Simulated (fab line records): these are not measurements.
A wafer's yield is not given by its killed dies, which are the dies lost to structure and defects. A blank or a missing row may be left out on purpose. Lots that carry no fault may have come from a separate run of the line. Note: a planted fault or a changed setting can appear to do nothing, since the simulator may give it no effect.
Which tool did it? / flow nandHarc / Sampling: 14 lots, 42 wafers, 4 of 1302 route steps

## WHAT EACH GAUGE READ, for each wafer
NHARC_END_SORT_01. Usual: killedAtArray 56, standard deviation 18; killedAtOther 1.4, standard deviation 1.5; killedAtPeriphery 4, standard deviation 3.1; killedDies 61, standard deviation 19; killedOpen 3.5, standard deviation 1.8; killedShort 2.4, standard deviation 1.4.
lot=L904; measured=day 27 11:44; on=prober-02; killedAtArray=68 57 66; killedAtOther=0 0 1; killedAtPeriphery=3 1 2; killedDies=71 58 69; killedOpen=5 4 7; killedShort=2 1 5; flag=
lot=L910; measured=day 30 05:56; on=prober-02; killedAtArray=29 36 34; killedAtOther=3 2 2; killedAtPeriphery=2 3 2; killedDies=34 41 38; killedOpen=2 5 5; killedShort=2 5 3; flag=
lot=L916; measured=day 32 20:09; on=prober-01; killedAtArray=34 116 28; killedAtOther=0 0 0; killedAtPeriphery=3 2 2; killedDies=37 118 30; killedOpen=5 2 2; killedShort=0 2 2; flag=
lot=L918; measured=day 33 02:40; on=prober-02; killedAtArray=59 130 45; killedAtOther=3 0 3; killedAtPeriphery=2 4 5; killedDies=64 134 53; killedOpen=4 3 1; killedShort=0 3 0; flag=

## WHICH TOOL RAN EACH LOT (tool, then ch and the chambers of the sampled wafers, then the start)
lot=L898; NHARC_A_WL_FILL_PRECLEAN_30=wetBench-09 ch 4,6,7, day 21 00:41; NHARC_THIN_TSV_STRIP_45=plasmaAsher-02 ch 0,1, day 23 19:25; NHARC_THIN_TSV_ETCH_36=rieMetal-03 ch 0,1, day 24 00:54
lot=L899; NHARC_A_WL_FILL_PRECLEAN_30=wetBench-09 ch 3,4,5, day 22 11:52; NHARC_THIN_TSV_STRIP_45=plasmaAsher-01 ch 0,1, day 25 02:43; NHARC_THIN_TSV_ETCH_36=rieMetal-02 ch 0,1, day 25 08:12
lot=L901; NHARC_A_WL_FILL_PRECLEAN_30=wetBench-09 ch 0,2,6, day 22 14:53; NHARC_THIN_TSV_STRIP_45=plasmaAsher-01 ch 0,1, day 25 07:49; NHARC_THIN_TSV_ETCH_36=rieMetal-01 ch 0,1, day 25 13:17
lot=L900; NHARC_A_WL_FILL_PRECLEAN_30=wetBench-02 ch 0,5,7, day 22 21:07; NHARC_THIN_TSV_STRIP_45=plasmaAsher-02 ch 0,1, day 25 15:14; NHARC_THIN_TSV_ETCH_36=rieMetal-02 ch 0,1, day 25 20:32
lot=L904; NHARC_A_WL_FILL_PRECLEAN_30=wetBench-02 ch 0,1,2, day 24 03:32; NHARC_THIN_TSV_STRIP_45=plasmaAsher-01 ch 0,1, day 26 21:38; NHARC_THIN_TSV_ETCH_36=rieMetal-03 ch 0,1, day 27 03:04
lot=L903; NHARC_A_WL_FILL_PRECLEAN_30=wetBench-09 ch 4,6,7, day 24 07:01; NHARC_THIN_TSV_STRIP_45=plasmaAsher-01 ch 0,1, day 27 02:24; NHARC_THIN_TSV_ETCH_36=rieMetal-01 ch 0,1, day 27 07:58
lot=L905; NHARC_A_WL_FILL_PRECLEAN_30=wetBench-02 ch 3,4,6, day 24 07:01; NHARC_THIN_TSV_STRIP_45=plasmaAsher-01 ch 0,1, day 26 22:44; NHARC_THIN_TSV_ETCH_36=rieMetal-02 ch 0,1, day 27 04:25
lot=L906; NHARC_A_WL_FILL_PRECLEAN_30=wetBench-04 ch 0,3,4, day 24 19:33; NHARC_THIN_TSV_STRIP_45=plasmaAsher-02 ch 0,1, day 27 16:43; NHARC_THIN_TSV_ETCH_36=rieMetal-03 ch 0,1, day 27 22:08
lot=L908; NHARC_A_WL_FILL_PRECLEAN_30=wetBench-04 ch 1,3,4, day 25 22:23; NHARC_THIN_TSV_STRIP_45=plasmaAsher-02 ch 0,1, day 28 22:05; NHARC_THIN_TSV_ETCH_36=rieMetal-02 ch 0,1, day 29 03:42
lot=L907; NHARC_A_WL_FILL_PRECLEAN_30=wetBench-09 ch 3,4,7, day 26 15:10; NHARC_THIN_TSV_STRIP_45=plasmaAsher-01 ch 0, day 29 13:09; NHARC_THIN_TSV_ETCH_36=rieMetal-02 ch 0,1, day 29 18:25
lot=L910; NHARC_A_WL_FILL_PRECLEAN_30=wetBench-04 ch 1,3,5, day 26 15:12; NHARC_THIN_TSV_STRIP_45=plasmaAsher-01 ch 0,1, day 29 14:19; NHARC_THIN_TSV_ETCH_36=rieMetal-01 ch 1, day 29 19:44
lot=L916; NHARC_A_WL_FILL_PRECLEAN_30=wetBench-09 ch 0,1,7, day 29 15:27; NHARC_THIN_TSV_STRIP_45=plasmaAsher-01 ch 0,1, day 32 03:55; NHARC_THIN_TSV_ETCH_36=rieMetal-03 ch 0,1, day 32 09:16
lot=L918; NHARC_A_WL_FILL_PRECLEAN_30=wetBench-09 ch 1,3,7, day 29 20:32; NHARC_THIN_TSV_STRIP_45=plasmaAsher-01 ch 0,1, day 32 13:50; NHARC_THIN_TSV_ETCH_36=rieMetal-03 ch 1, day 32 19:09
lot=L919; NHARC_A_WL_FILL_PRECLEAN_30=wetBench-04 ch 0,6,7, day 30 11:06; NHARC_THIN_TSV_STRIP_45=plasmaAsher-02 ch 0,1, day 33 06:05; NHARC_THIN_TSV_ETCH_36=rieMetal-01 ch 0,1, day 33 11:41
- NHARC_A_WL_FILL_PRECLEAN_30: cleans in dHF, time 10 s.
- NHARC_THIN_TSV_STRIP_45: strips in O2.
- NHARC_THIN_TSV_ETCH_36: etches the open film in Cl2/BCl3, target depth 65 nm, time 18.571 s.

## AS READ BY THE TOOLS THEMSELVES (means over the sampled wafers that have a number; for cases with no such wafer, the mark the record gives instead)
NHARC_THIN_TSV_STRIP_45. Usual: drypumpMotorCurrentA 5.4 A, standard deviation 0.36; heaterPowerW 315 W, standard deviation 18; tempC 249.98 C, standard deviation 0.15.
lot=L898; tool=plasmaAsher-02; drypumpMotorCurrentA (A)=5.6; heaterPowerW (W)=326; tempC (C)=250.07; flag=
lot=L899; tool=plasmaAsher-01; drypumpMotorCurrentA (A)=5.3; heaterPowerW (W)=298; tempC (C)=250.03; flag=
lot=L901; tool=plasmaAsher-01; drypumpMotorCurrentA (A)=5.3; heaterPowerW (W)=315; tempC (C)=250.01; flag=
lot=L900; tool=plasmaAsher-02; drypumpMotorCurrentA (A)=5.2; heaterPowerW (W)=317; tempC (C)=250.09; flag=
lot=L904; tool=plasmaAsher-01; drypumpMotorCurrentA (A)=5.3; heaterPowerW (W)=298; tempC (C)=249.95; flag=
lot=L903; tool=plasmaAsher-01; drypumpMotorCurrentA (A)=5.3; heaterPowerW (W)=318; tempC (C)=249.97; flag=
lot=L905; tool=plasmaAsher-01; drypumpMotorCurrentA (A)=5.3; heaterPowerW (W)=316; tempC (C)=250.00; flag=
lot=L906; tool=plasmaAsher-02; drypumpMotorCurrentA (A)=5.6; heaterPowerW (W)=333; tempC (C)=249.90; flag=
lot=L908; tool=plasmaAsher-02; drypumpMotorCurrentA (A)=5.6; heaterPowerW (W)=330; tempC (C)=250.00; flag=
lot=L907; tool=plasmaAsher-01; drypumpMotorCurrentA (A)=5.3; heaterPowerW (W)=290; tempC (C)=249.92; flag=
lot=L910; tool=plasmaAsher-01; drypumpMotorCurrentA (A)=5.3; heaterPowerW (W)=300; tempC (C)=250.01; flag=
lot=L916; tool=plasmaAsher-01; drypumpMotorCurrentA (A)=5.3; heaterPowerW (W)=307; tempC (C)=249.97; flag=
lot=L918; tool=plasmaAsher-01; drypumpMotorCurrentA (A)=5.3; heaterPowerW (W)=315; tempC (C)=250.10; flag=
lot=L919; tool=plasmaAsher-02; drypumpMotorCurrentA (A)=5.6; heaterPowerW (W)=330; tempC (C)=249.97; flag=

NHARC_THIN_TSV_ETCH_36. Usual: drypumpMotorCurrentA 5.4 A, standard deviation 0.43; oesProductAu 1.004 a.u., standard deviation 0.01.
lot=L898; tool=rieMetal-03; drypumpMotorCurrentA (A)=5.1; oesProductAu (a.u.)=0.997; flag=
lot=L899; tool=rieMetal-02; drypumpMotorCurrentA (A)=5.8; oesProductAu (a.u.)=1.003; flag=
lot=L901; tool=rieMetal-01; drypumpMotorCurrentA (A)=5.5; oesProductAu (a.u.)=1.011; flag=
lot=L900; tool=rieMetal-02; drypumpMotorCurrentA (A)=5.6; oesProductAu (a.u.)=1.008; flag=
lot=L904; tool=rieMetal-03; drypumpMotorCurrentA (A)=5.1; oesProductAu (a.u.)=1.002; flag=
lot=L903; tool=rieMetal-01; drypumpMotorCurrentA (A)=5.7; oesProductAu (a.u.)=1.006; flag=
lot=L905; tool=rieMetal-02; drypumpMotorCurrentA (A)=5.6; oesProductAu (a.u.)=1.004; flag=
lot=L906; tool=rieMetal-03; drypumpMotorCurrentA (A)=4.9; oesProductAu (a.u.)=0.991; flag=
lot=L908; tool=rieMetal-02; drypumpMotorCurrentA (A)=5.9; oesProductAu (a.u.)=1.001; flag=
lot=L907; tool=rieMetal-02; drypumpMotorCurrentA (A)=5.6; oesProductAu (a.u.)=1.017; flag=
lot=L910; tool=rieMetal-01; drypumpMotorCurrentA (A)=5.2; oesProductAu (a.u.)=0.992; flag=
lot=L916; tool=rieMetal-03; drypumpMotorCurrentA (A)=5.1; oesProductAu (a.u.)=0.999; flag=
lot=L918; tool=rieMetal-03; drypumpMotorCurrentA (A)=5.3; oesProductAu (a.u.)=0.999; flag=
lot=L919; tool=rieMetal-01; drypumpMotorCurrentA (A)=5.5; oesProductAu (a.u.)=1.016; flag=

## THE ANSWER, worked out from the rows above alone
Rule: lot off if the mean of its wafers having a number is beyond 3 standard deviations from the usual mean. Also off: a lot with no number at a reading for which 4 or more lots have one. The other lots that the step has rows for count as sound. Order of review: gauges by route order, followed by the tools' own readings, for which a lot's mean as printed above is used. The first step at which some lot is off is used, and at that step the reading that is off furthest; a lot without a number counts as furthest.
No lot is off on any of the readings shown, so nothing can be concluded from this.

## WHAT THE SIMULATOR HAD PUT IN
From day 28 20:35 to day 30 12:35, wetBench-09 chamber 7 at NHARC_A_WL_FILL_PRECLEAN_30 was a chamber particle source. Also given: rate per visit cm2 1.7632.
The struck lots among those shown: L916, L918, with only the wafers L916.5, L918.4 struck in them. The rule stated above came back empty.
